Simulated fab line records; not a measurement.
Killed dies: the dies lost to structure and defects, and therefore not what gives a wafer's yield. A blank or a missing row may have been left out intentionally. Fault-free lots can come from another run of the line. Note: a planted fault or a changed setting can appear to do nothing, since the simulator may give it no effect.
Split-lot study | flow n5Finfet | 39 wafers read from 7 lots, route of 1938 steps

== ABOUT THE SPLIT ==
At N5_BEOL_M8_TRENCH_ETCH_37 (etches SiCOH lowk in C4F6/O2, target depth 93.478 nm, time 31.2 s), the setting timeS was moved away from the recipe's 31.2 s on 15 of the 39 wafers read, by -44.4% to +56.8%. The other wafers ran this setting at the recipe's value.

== FROM THE SPLIT TO THE READING: what the file shows between them, 8 steps ==
- N5_BEOL_M8_ETCH_41: etches SiCN in CH3F/O2, target depth 31.9 nm, time 57.8 s
- N5_BEOL_M8_STRIP_80: strips in N2/H2, time 10 s
- N5_BEOL_M8_OCD_MEAS_38
- N5_BEOL_M8_HM_STRIP_39: strips TiN in peroxide tin strip, target depth 25 nm, time 158 s
- N5_BEOL_M8_SRD_40: time 30 s
- N5_BEOL_M8_ECD_50: material Cu, target thk 300 nm
- N5_BEOL_M8_ANNEAL_51: time 90 s
- N5_BEOL_M8_CMP_52: polishes, stops on SiCOH lowk, t overpolish 6.9 s, target thk 80 nm

== THE READING ==
M8_THK, in nm, at N5_BEOL_M8_THK_MEAS_53 (measures by xrf). A value of 79.6 nm with a standard deviation of 2.1 nm is what fault-free wafers of this fab line usually give.

wafer  | tool, chamber at the split | timeS as run, s | against the recipe | M8_THK, nm | against lot-mates on the recipe
L077.1 | rieDiel-05, 1              | 17.36           | -44.4%             | 36.0       | -41.0
L077.2 | rieDiel-05, 2              | 17.36           | -44.4%             | 37.9       | -39.1
L077.3 | rieDiel-05, 0              | 31.2            | recipe             | 77.5       | -
L077.4 | rieDiel-05, 3              | 31.2            | recipe             | 77.5       | -
L077.5 | rieDiel-05, 0              | 17.36           | -44.4%             | 36.9       | -40.1
L077.6 | rieDiel-05, 3              | 31.2            | recipe             | 76.0       | -
L076.1 | rieDiel-05, 0              | 31.2            | recipe             | 79.5       | -
L076.2 | rieDiel-05, 2              | 31.2            | recipe             | 78.8       | -
L076.3 | rieDiel-05, 3              | 31.2            | recipe             | 77.9       | -
L076.4 | rieDiel-05, 1              | 31.2            | recipe             | 79.4       | -
L076.5 | rieDiel-05, 2              | 31.2            | recipe             | 80.2       | -
L076.6 | rieDiel-05, 3              | 31.2            | recipe             | 78.1       | -
L079.1 | rieDiel-06, 2              | 46.35           | +48.6%             | 122.6      | +43.9
L079.2 | rieDiel-06, 0              | 46.35           | +48.6%             | 125.2      | +46.5
L079.3 | rieDiel-06, 3              | 31.2            | recipe             | 79.0       | -
L079.4 | rieDiel-06, 1              | 46.35           | +48.6%             | 124.9      | +46.2
L079.5 | rieDiel-06, 2              | 31.2            | recipe             | 78.6       | -
L079.6 | rieDiel-06, 3              | 31.2            | recipe             | 78.4       | -
L080.1 | rieDiel-06, 2              | 31.2            | recipe             | 78.3       | -
L080.2 | rieDiel-06, 3              | 48.92           | +56.8%             | 132.2      | +52.9
L080.3 | rieDiel-06, 0              | 48.92           | +56.8%             | 131.0      | +51.7
L080.4 | rieDiel-06, 1              | 31.2            | recipe             | 79.7       | -
L080.5 | rieDiel-06, 1              | 31.2            | recipe             | 79.8       | -
L080.6 | rieDiel-06, 2              | 48.92           | +56.8%             | 130.1      | +50.8
L083.1 | rieDiel-05, 3              | 24.51           | -21.4%             | 59.1       | -19.2
L083.2 | rieDiel-05, 0              | 31.2            | recipe             | 77.2       | -
L083.3 | rieDiel-05, 2              | 24.51           | -21.4%             | 59.4       | -18.9
L083.4 | rieDiel-05, 1              | 31.2            | recipe             | 78.1       | -
L083.5 | rieDiel-05, 2              | 31.2            | recipe             | 79.7       | -
L083.6 | rieDiel-05, 1              | 24.51           | -21.4%             | 57.4       | -20.9
L087.1 | rieDiel-04, 0              | 31.2            | recipe             | 81.0       | -
L087.2 | rieDiel-04, 1              | 17.85           | -42.8%             | 39.4       | -40.8
L087.3 | rieDiel-04, 2              | 17.85           | -42.8%             | 38.0       | -42.2
L087.4 | rieDiel-04, 3              | 17.85           | -42.8%             | 40.0       | -40.2
L087.5 | rieDiel-04, 0              | 31.2            | recipe             | 79.7       | -
L087.6 | rieDiel-04, 3              | 31.2            | recipe             | 79.8       | -
L091.1 | rieDiel-04, 2              | 31.2            | recipe             | 79.3       | -
L091.2 | rieDiel-04, 1              | 31.2            | recipe             | 81.5       | -
L091.4 | rieDiel-04, 0              | 31.2            | recipe             | 82.5       | -

THE FIT
A straight line over all 39 wafers: M8_THK changes by +0.931 nm for each +1% of timeS; r = +1.00; the points scatter about the line by 1.3 nm.
The same after taking each lot's own level away (the mean of its wafers on the recipe; 39 wafers): +0.926 nm for each +1%; r = +1.00; scatter 1.1 nm.
According to that fit, moving timeS by its largest amount changes the reading by 53 nm.
The lots' own levels span 77.00 to 81.10 nm, that is 2.0 times the standard deviation above.
So the lot-to-lot level changes the slope little: the two slopes agree.
Check: for one of the wafers moved furthest among these (+56.8%), held out of the fit, the line's prediction against its lot-mates is +52.5 nm. It came out at +52.9 nm against them.

== THE WHOLE CHAIN: every reading that the file lists as answering this split, in the file's order ==
step                      | what it does                                                        | reading                                                                         | change (the file's fit)                                                              | r (the file's)
N5_BEOL_M8_TRENCH_ETCH_37 | etches SiCOH lowk in C4F6/O2, target depth 93.478 nm, time 31.2 s   | BEOL_M8.featureDepthNm (the simulator's own value, which no gauge read)         | +0.935 nm for each +1% of the setting                                                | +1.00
N5_BEOL_M8_TRENCH_ETCH_37 | etches SiCOH lowk in C4F6/O2, target depth 93.478 nm, time 31.2 s   | etch.depthNm (the simulator's own value, which no gauge read)                   | +0.934 nm for each +1% of the setting                                                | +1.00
N5_BEOL_M8_TRENCH_ETCH_37 | etches SiCOH lowk in C4F6/O2, target depth 93.478 nm, time 31.2 s   | TiN_of_BEOL_M8_HM_DEP_02.thkNm (the simulator's own value, which no gauge read) | -0.0282 nm for each +1% of the setting                                               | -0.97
N5_BEOL_M8_OCD_MEAS_38    |                                                                     | trenchDepthNm                                                                   | +0.934 nm for each +1% of the setting                                                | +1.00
N5_BEOL_M8_CMP_52         | polishes, stops on SiCOH lowk, t overpolish 6.9 s, target thk 80 nm | Cu_of_BEOL_M8_ECD_50.thkNm (the simulator's own value, which no gauge read)     | +0.935 nm for each +1% of the setting                                                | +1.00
N5_BEOL_M8_THK_MEAS_53    | measures by xrf                                                     | M8_THK                                                                          | +0.926 for each +1% of the setting                                                   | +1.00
N5_BEOL_M8_RS_MEAS_57     | measures by four-point-probe                                        | M8_RS                                                                           | not straight: 0.736 at the lowest setting, 0.288 at the recipe, 0.161 at the highest | not given

== FILE'S OWN FIT ==
M8_THK changes by +0.926 nm for each +1% of timeS, r = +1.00.
